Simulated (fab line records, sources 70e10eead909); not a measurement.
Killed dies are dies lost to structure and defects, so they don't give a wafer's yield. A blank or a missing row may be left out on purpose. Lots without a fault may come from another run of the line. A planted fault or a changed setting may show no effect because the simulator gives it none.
fab line records | flow nand_harc
record lots=5 wafers=15 last_day=24
route steps=1159 shown P_ZERO_WELL@14 END@1159
lots that met no fault: from a run of the same line without faults
start_h: hours from the record's first day to the start of the lot's first wafer shown | wait_h: hours since the lot's step before | " the same as in the row above | L1.1+2: a row that stands for several wafers | - no value, or no start given | * or withheld: withheld | < > ~ a bound
route shown NAME@n: a module of which the file shows steps, and the number in the route of the first | usual: mean/standard deviation of fault-free wafers | same: alike in all rows | chamber/n: place in a boat | sites: the reading at each site | _std_site: their standard deviation | _edge_site: outer sites' mean less inner sites' | radius_mm: how far each site lies from the wafer's centre | mask NAME#n: copy n | behind: the tool/chamber that last shaped the wafer | hold: why the lot was held/for how many hours/how that ended | device: the transistor (n, p or np) that didn't switch | end of line: the same wafers' tests at the end of the route | a step without rows: its recipe alone | killed: dies lost to structure and defects at the first sort, not the wafer's yield | map: a wafer's dies, x killed, . not, _ none there
set.NAME: the setting as run; set.NAME@STEP: as run at that earlier step | model.NAME: the simulator's own value behind a step, which no gauge read
lots at some steps of the route; a table a step, a row a wafer
services: from which hour (start_h, from the record's first day; less than 0 if before it) a tool's chamber was out of use, for how many hours, and why
## steps
# step NHARC_P_ZERO_WELL_CD_MEAS_11
# recipe target_cd_nm=500 landing_energy_ev=500
# usual cd_nm=499.1/2.6
# columns lot.wafer tool chamber start_h wait_h cd_nm
L310.1 cd_sem-03 0 55.11 - 495.6
L310.3 " 0 " " 497.7
L310.6 " 0 " " 499.7
L314.4 cd_sem-03 0 79.25 - 497.4
L314.5 " 0 " " 500.4
L314.6 " 0 " " 495.8
L320.1 cd_sem-01 0 115.24 - 497.9
L320.3 " 0 " " 501.2
L320.6 " 0 " " 500.7
L321.1 cd_sem-03 0 121.23 - 500.2
L321.2 " 0 " " 500.7
L321.4 " 0 " " 501.4
L324.1 cd_sem-03 0 139.24 - 501.3
L324.4 " 0 " " 502.5
L324.6 " 0 " " 502.0
# step NHARC_P_ZERO_WELL_HARDBAKE_12
# recipe temp_c=118 time_s=65
# step NHARC_P_ZERO_WELL_DESCUM_13
# recipe time_s=3 o2_flow_sccm=200 ar_flow_sccm=0 bias_power_w=0 chemistry=O2
# usual drypump_motor_current_A=5.5/0.39 oes_product_au=1.003/0.016 rf_vpp_V=57.8/0.84 showerhead_plenum_p_Torr=1.95/0.081 throttle_valve_pct=11.312/0.0082
# same bias_power_w=0
# columns lot.wafer tool chamber start_h wait_h drypump_motor_current_A oes_product_au rf_hours_counter_h rf_vpp_V showerhead_plenum_p_Torr throttle_valve_pct
L310.1 rie_diel-12 0 55.27 - 5.1 1.025 1.4 58.4 2.04 11.321
L310.3 " 2 " " 5.1 1.010 1.8 58.0 1.86 11.310
L310.6 " 0 " " 5.1 1.028 - 57.6 2.04 11.316
L314.4 rie_diel-10 3 79.42 - 5.3 1.017 4.9 57.6 1.86 11.309
L314.5 " 1 " " 5.4 0.998 - 57.4 1.89 11.303
L314.6 " 2 " " 4.9 0.987 - 58.6 2.07 11.318
L320.1 rie_diel-05 0 115.41 - 5.7 0.996 8.9 58.5 2.07 11.314
L320.3 " 1 " " 5.3 1.008 9.3 57.0 1.91 11.298
L320.6 " 3 " " 6.2 1.015 - 57.9 2.03 11.313
L321.4 rie_diel-10 3 121.39 - 5.3 1.006 6.7 58.8 1.86 11.294
L321.2 " 1 " " 5.4 0.984 6.7 58.2 1.89 11.317
L321.1 " 2 " " 4.9 1.003 7.9 59.2 2.07 11.315
L324.1 rie_diel-12 0 139.39 - 5.1 1.017 7.5 60.5 2.04 11.311
L324.4 " 1 " " 6.2 1.022 5.5 57.1 1.92 11.306
L324.6 " 1 " " 6.2 1.019 - 56.5 1.92 11.306
# step NHARC_P_ZERO_WELL_ETCH_65
# recipe target_depth_a=800 overetch_a=240 time_s=87.88 ion_energy_ev=200 n2_flow_sccm=150 h2_flow_sccm=150 ar_flow_sccm=0 rf_w=400 bias_w=150 chemistry=N2/H2
# usual drypump_motor_current_A=5.5/0.39 n2_flow_sccm=150.0/0.48 oes_product_au=1.003/0.016 rf_vpp_V=431.6/2.5 showerhead_plenum_p_Torr=2.08/0.087 throttle_valve_pct=14.171/0.0093
# columns lot.wafer tool chamber start_h wait_h drypump_motor_current_A n2_flow_sccm oes_product_au rf_hours_counter_h rf_vpp_V showerhead_plenum_p_Torr throttle_valve_pct
L310.3 rie_diel-12 3 55.36 0.1 5.6 149.8 0.973 1.8 429.5 1.99 14.163
L310.1 " 1 " " 6.2 149.8 1.022 0.9 430.9 2.05 14.155
L310.6 " 3 " " 5.6 150.9 0.972 - 427.8 1.99 14.164
L314.4 rie_diel-10 3 79.51 0.1 5.3 150.0 0.998 4.9 429.9 1.98 14.170
L314.5 " 0 " " 5.6 149.8 0.992 - 431.2 2.04 14.170
L314.6 " 1 " " 5.4 151.2 0.978 - 430.3 2.01 14.172
L320.3 rie_diel-05 2 115.49 0.1 5.5 149.9 0.994 7.5 431.4 2.13 14.156
L320.1 " 3 " " 6.2 150.4 1.018 8.1 434.0 2.17 14.173
L320.6 " 1 " " 5.3 150.5 1.020 - 430.7 2.04 14.175
L321.4 rie_diel-10 0 121.47 0.1 5.6 150.5 1.006 5.8 430.4 2.04 14.160
L321.2 " 2 " " 4.9 149.7 1.002 7.9 434.0 2.21 14.183
L321.1 " 3 " " 5.3 150.3 1.013 6.7 429.1 1.98 14.164
L324.1 rie_diel-12 3 139.48 0.1 5.6 150.1 0.983 6.4 429.4 1.98 14.177
L324.4 " 0 " " 5.1 150.0 1.020 7.6 435.1 2.18 14.153
L324.6 " 3 " " 5.6 149.2 0.987 - 427.9 1.98 14.178
# step NHARC_P_ZERO_WELL_ETCH_62
# recipe target_depth_a=130 time_s=6.5 chf3_flow_sccm=50 ar_flow_sccm=200 rf_w=500 bias_w=200 chemistry=CHF3/Ar
# usual chf3_flow_sccm=50.00/0.15 drypump_motor_current_A=5.5/0.4 oes_product_au=0.966/0.018 rf_vpp_V=371.6/2.2 showerhead_plenum_p_Torr=2.39/0.095 throttle_valve_pct=20.216/0.0094
# columns lot.wafer tool chamber start_h wait_h chf3_flow_sccm drypump_motor_current_A oes_product_au rf_hours_counter_h rf_vpp_V showerhead_plenum_p_Torr throttle_valve_pct
L310.1 rie_diel-12 3 - - 50.11 5.6 0.947 1.9 371.1 2.29 20.227
L310.3 " 0 " " 49.87 5.1 0.974 1.4 374.0 2.49 20.228
L310.6 " 3 " " 50.05 5.6 0.958 - 368.6 2.29 20.215
L314.4 rie_diel-10 3 - - 49.90 5.4 0.977 4.9 369.6 2.28 20.225
L314.6 " 1 " " 49.84 5.4 0.944 - 368.2 2.31 20.223
L314.5 " 2 " " 49.91 4.9 0.939 - 373.6 2.52 20.210
L320.3 rie_diel-05 2 - - 49.85 5.5 0.973 7.5 374.7 2.44 20.235
L320.1 " 3 " " 50.21 6.2 0.983 8.1 372.6 2.48 20.210
L320.6 " 3 " " 50.15 6.2 0.968 - 374.0 2.48 20.223
L321.1 rie_diel-10 0 - - 49.93 5.5 0.955 5.8 370.3 2.34 20.222
L321.4 " 1 " " 50.05 5.4 0.964 6.7 369.8 2.31 20.192
L321.2 " 3 " " 50.16 5.3 0.973 6.7 370.0 2.28 20.208
L324.4 rie_diel-12 1 - - 49.93 6.2 0.985 5.5 370.3 2.35 20.214
L324.1 " 2 " " 50.15 5.1 0.975 6.3 369.0 2.29 20.228
L324.6 " 3 " " 50.38 5.6 0.959 - 369.9 2.28 20.208
# step NHARC_P_ZERO_WELL_ETCH_63
# recipe target_depth_a=1200 time_s=40.1 hbr_flow_sccm=150 cl2_flow_sccm=50 rf_w=400 icp_w=400 bias_w=100 chemistry=HBr/Cl2
# usual drypump_motor_current_A=5.7/0.58 he_backside_leak_sccm=2.7/0.31 oes_product_au=1.001/0.0099 throttle_valve_pct=26.405/0.0091
# columns lot.wafer tool chamber start_h wait_h drypump_motor_current_A he_backside_leak_sccm oes_product_au rf_hours_counter_h throttle_valve_pct
L310.3 rie_si-04 3 55.55 - 6.6 3.0 1.004 1.0 26.409
L310.1 " 1 " " 4.9 2.7 0.998 1.0 26.416
L310.6 " 3 " " 6.6 2.8 1.014 - 26.402
L314.4 rie_si-04 0 79.69 - 6.1 2.9 1.005 1.3 26.422
L314.5 " 2 " " 5.3 2.4 0.998 - 26.402
L314.6 " 3 " " 6.6 2.9 1.010 - 26.408
L320.1 rie_si-04 2 115.66 - 5.3 2.4 0.994 0.0 26.413
L320.3 " 3 " " 6.6 2.9 1.007 0.0 26.409
L320.6 " 2 " " 5.3 2.4 0.995 - 26.405
L321.2 rie_si-02 0 121.65 - 6.5 3.2 1.006 0.7 26.412
L321.4 " 1 " " 5.4 2.6 0.994 0.7 26.402
L321.1 " 2 " " 5.4 2.8 1.000 0.9 26.390
L324.1 rie_si-02 3 139.66 - 5.8 2.8 1.000 1.1 26.382
L324.4 " 1 " " 5.4 2.3 0.999 0.9 26.407
L324.6 " 0 " " 6.5 3.1 0.993 - 26.394
# step NHARC_P_ZERO_WELL_STRIP_15
# recipe time_s=900 temp_c=130 chemistry=SPM
# step NHARC_P_ZERO_WELL_DEHYDRATE_16
# recipe temp_c=150 time_s=120
# step NHARC_P_ZERO_WELL_HMDS_17
# recipe time_s=30
# step NHARC_P_ZERO_WELL_COAT_18
# recipe spin_rpm=withheld
# step NHARC_P_ZERO_WELL_SOFTBAKE_19
# recipe temp_c=122 time_s=95
# step NHARC_P_ZERO_WELL_EBR_20
# step NHARC_P_ZERO_WELL_EXPOSE_21
# recipe na=0.6 target_cd_nm=720 dose_mj=22.31 mask_id=P_NWELL
# columns lot.wafer tool chamber start_h wait_h mask
L310.1+3+6 krf_scanner-03 0 56.19 - P_NWELL_R1#0
L314.4+5+6 krf_scanner-03 0 80.46 - P_NWELL#0
L320.1+3+6 krf_scanner-04 0 116.43 - P_NWELL#0
L321.1+2+4 krf_scanner-04 0 122.29 - P_NWELL#0
L324.1+4+6 krf_scanner-01 0 140.30 - P_NWELL#0
# step NHARC_P_ZERO_WELL_PEB_22
# recipe peb_temp_c=118 peb_time_s=85
# step NHARC_P_ZERO_WELL_DEVELOP_23
# recipe time_s=70
# step NHARC_P_ZERO_WELL_CD_MEAS_24
# recipe target_cd_nm=720 landing_energy_ev=500
# usual cd_nm=720.5/2.3
# columns lot.wafer tool chamber start_h wait_h cd_nm
L310.1 cd_sem-03 0 56.35 - 636.8
L310.3 " 0 " " 636.5
L310.6 " 0 " " 640.9
L314.4 cd_sem-03 0 80.61 - 722.5
L314.5 " 0 " " 718.5
L314.6 " 0 " " 721.3
L320.1 cd_sem-02 0 116.59 - 721.9
L320.3 " 0 " " 723.1
L320.6 " 0 " " 720.5
L321.1 cd_sem-01 0 122.45 - 724.5
L321.2 " 0 " " 718.7
L321.4 " 0 " " 721.1
L324.1 cd_sem-02 0 140.46 - 721.2
L324.4 " 0 " " 718.0
L324.6 " 0 " " 723.5
# step NHARC_P_ZERO_WELL_HARDBAKE_25
# recipe temp_c=125 time_s=80
# step NHARC_P_ZERO_WELL_DESCUM_26
# recipe time_s=3 o2_flow_sccm=200 ar_flow_sccm=0 bias_power_w=0 chemistry=O2
# usual drypump_motor_current_A=5.6/0.37 oes_product_au=1.004/0.014 rf_vpp_V=58.1/0.91 showerhead_plenum_p_Torr=1.97/0.075 throttle_valve_pct=11.311/0.0091
# same bias_power_w=0
# columns lot.wafer tool chamber start_h wait_h drypump_motor_current_A oes_product_au rf_hours_counter_h rf_vpp_V showerhead_plenum_p_Torr throttle_valve_pct model.P_ZERO_WELL.cd_nm
L310.1 rie_diel-05 0 56.52 - 5.6 0.981 3.9 56.9 2.07 11.304 637.3
L310.3 " 1 " " 5.4 1.002 3.9 57.7 1.92 11.309 635.6
L310.6 " 0 " " 5.7 0.985 - 59.2 2.07 11.296 641.4
L314.4 rie_diel-05 0 80.78 - 5.7 1.003 6.1 57.4 2.07 11.307 723
L314.6 " 2 " " 5.4 0.990 - 59.8 2.00 11.306 721.8
L314.5 " 3 " " 6.2 1.008 - 58.2 2.03 11.313 718.4
L320.3 rie_diel-05 3 116.75 - 6.2 1.012 8.1 59.3 2.03 11.299 723.5
L320.1 " 1 " " 5.3 1.010 9.4 57.7 1.92 11.306 720.9
L320.6 " 3 " " 6.2 1.010 - 58.3 2.03 11.308 720.8
L321.2 rie_diel-12 2 122.61 - 5.1 1.001 4.8 57.4 1.86 11.312 718.8
L321.4 " 0 " " 5.1 1.012 5.3 56.9 2.04 11.317 720.4
L321.1 " 1 " " 6.2 1.024 3.9 57.9 1.92 11.315 723.7
L324.4 rie_diel-05 2 140.62 - 5.5 0.983 9.5 58.1 2.00 11.296 718.1
L324.1 " 0 " " 5.6 0.991 11.2 58.5 2.07 11.316 721.3
L324.6 " 2 " " 5.5 0.973 - 57.4 2.00 11.330 724.1
# step NHARC_P_ZERO_WELL_IMPLANT_27
# recipe energy_kev=600 dose_cm2=1e+13 tilt_deg=7
# step NHARC_END_SORT_01
# recipe temp_c=25
# usual killed_at_array=27/9.9 killed_at_other=0.5/0.76 killed_at_periphery=3.4/2.2 killed_dies=31/10 killed_open=3.3/2 killed_short=2.0/1.5
# same gross_dies=677
# columns lot.wafer tool chamber start_h wait_h killed_at_array killed_at_other killed_at_periphery killed_dies killed_open killed_short
L310.1 prober-02 0 483.92 2.5 38 1 31 70 3 1
L310.3 prober-02 0 485.52 3.1 36 0 28 64 1 0
L310.6 prober-02 0 487.93 4.0 53 2 17 72 4 3
# killed by level:class
L310.1 P_ZERO_WELL:area_expose=27 A_SLIT:chamber_film_flake=17 A_CHANNEL_HOLE_D1:chamber_film_flake=11 A_STAIRCASE:chamber_film_flake=4 P_GATE:chamber_film_flake=3 A_CONTACT:chamber_film_flake=2 P_M0:geometric_particle:open=1 A_SOURCE_PLATE:geometric_particle:open=1
L310.3 P_ZERO_WELL:area_expose=23 A_CHANNEL_HOLE_D1:chamber_film_flake=18 A_SLIT:chamber_film_flake=12 P_GATE:chamber_film_flake=4 A_STAIRCASE:chamber_film_flake=3 A_WL_FILL:geometric_particle:open=1 P_STI:chamber_film_flake=1 A_ZERO_WELL:chamber_film_flake=1
L310.6 A_CHANNEL_HOLE_D1:chamber_film_flake=19 A_SLIT:chamber_film_flake=15 P_ZERO_WELL:area_expose=13 A_STAIRCASE:chamber_film_flake=9 A_CONTACT:chamber_film_flake=3 A_CONTACT:geometric_particle:open=2 P_GATE:chamber_film_flake=2 THIN_TSV:chamber_film_flake=2
# map L310.6 (x killed, . not)
____________.____________
_________......._________
_______..........._______
______x...x........______
_____...x..........._____
____.................____
____............x....____
___.....x......x......___
___.x.................___
__.....x........x......__
__..........x.x.xxx....__
_............x.xxx.....x_
_......................._
_....xx.........x..x...._
_...........x..........._
_.............xx.......x_
.........................
...............x.........
x........x...x..........x
...x.......x.............
..........xx..x..........
_.......x...x..........._
_.x.....x.....x......x.._
_..x...xxx.............._
_......x.x.xx..x........_
_.......xx.............._
__.x...xxx.x..........x__
__....x.x..............__
___..x................___
___...................___
____x..x...x.....x...____
____....x..x.........____
_____..x............_____
______.............______
_______....xx....._______
_________......._________
____________.____________
# map L314.6 (x killed, . not)
____________.____________
_________......._________
_______..........._______
______xx...........______
_____..............._____
____.................____
____x................____
___...................___
___x....x.............___
__.x...................__
__................x....__
_......................._
_....................x.._
_......................._
_......................._
_.x....................._
.........................
.........................
.........................
.........................
......x..................
_.......xxx............._
_........x.....x..x....._
_.....xxxxxx.x.........._
_.......x.xx......x....._
_......x.x.............._
__.....xxxx............__
__....x.xx.x..x........__
___....xxx.x..........___
___.....x.............___
____.....x.....x.....____
____.................____
_____..............._____
______.............______
_______..........._______
_________......._________
____________.____________
## services
# columns tool chamber start_h hours kind
rie_si-02 - 34.00 9.0 pm
rie_diel-12 0 34.40 - clean
rie_diel-12 1 34.40 - clean
rie_diel-12 2 34.40 - clean
rie_diel-12 3 34.40 - clean
rie_diel-12 1 44.42 6.2 repair
rie_diel-05 0 44.60 - clean
rie_diel-05 1 44.60 - clean
rie_diel-05 2 44.60 - clean
rie_diel-05 3 44.60 - clean
rie_diel-12 0 58.90 - clean
rie_diel-12 1 58.90 - clean
rie_diel-12 2 58.90 - clean
rie_diel-12 3 58.90 - clean
rie_si-02 2 61.72 1.1 repair
krf_scanner-04 - 65.01 0.9 repair
rie_diel-12 3 78.62 32.4 repair
krf_scanner-01 - 84.00 4.0 pm
rie_diel-05 - 84.89 0.3 repair
rie_si-04 - 99.00 9.0 pm
rie_si-02 2 110.12 4.0 repair
krf_scanner-03 - 117.77 0.5 repair
krf_scanner-04 - 123.42 0.2 repair
rie_diel-10 - 127.63 2.0 repair
## key
first_sign step=NHARC_P_ZERO_WELL_EXPOSE_21 reading=mask direction=changed
effect step=NHARC_P_ZERO_WELL_CD_MEAS_24 reading=cd_nm direction=down sigmas=36 usual=720.5 struck=638.1
effect step=NHARC_END_SORT_01 reading=killed_at_periphery direction=up sigmas=9.8 usual=3.4 struck=25.3
model_effect step=NHARC_P_ZERO_WELL_DESCUM_26 value=P_ZERO_WELL.cd_nm without=721 struck=638.1
more_kills_born_at NHARC_P_ZERO_WELL_EXPOSE_21@krf_scanner-03=63
met_at NHARC_P_ZERO_WELL_EXPOSE_21
struck_wafers L310.1,L310.3,L310.6
tester_left_out L310
fault kind=wrong_mask tool=any chamber=- onset_h=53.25 steps=NHARC_P_ZERO_WELL_EXPOSE_21 aux_copy=P_NWELL_R1#0 cd_offset_nm=-82.935 scope=struck_lots_only
# tester_left_out: of these lots the tester's yield and bins aren't shown, on N5 and GAA mostly nor the transistor test; their killed dies are dies lost to structure and defects alone, not to doping, threshold or leakage, so they don't give the yield
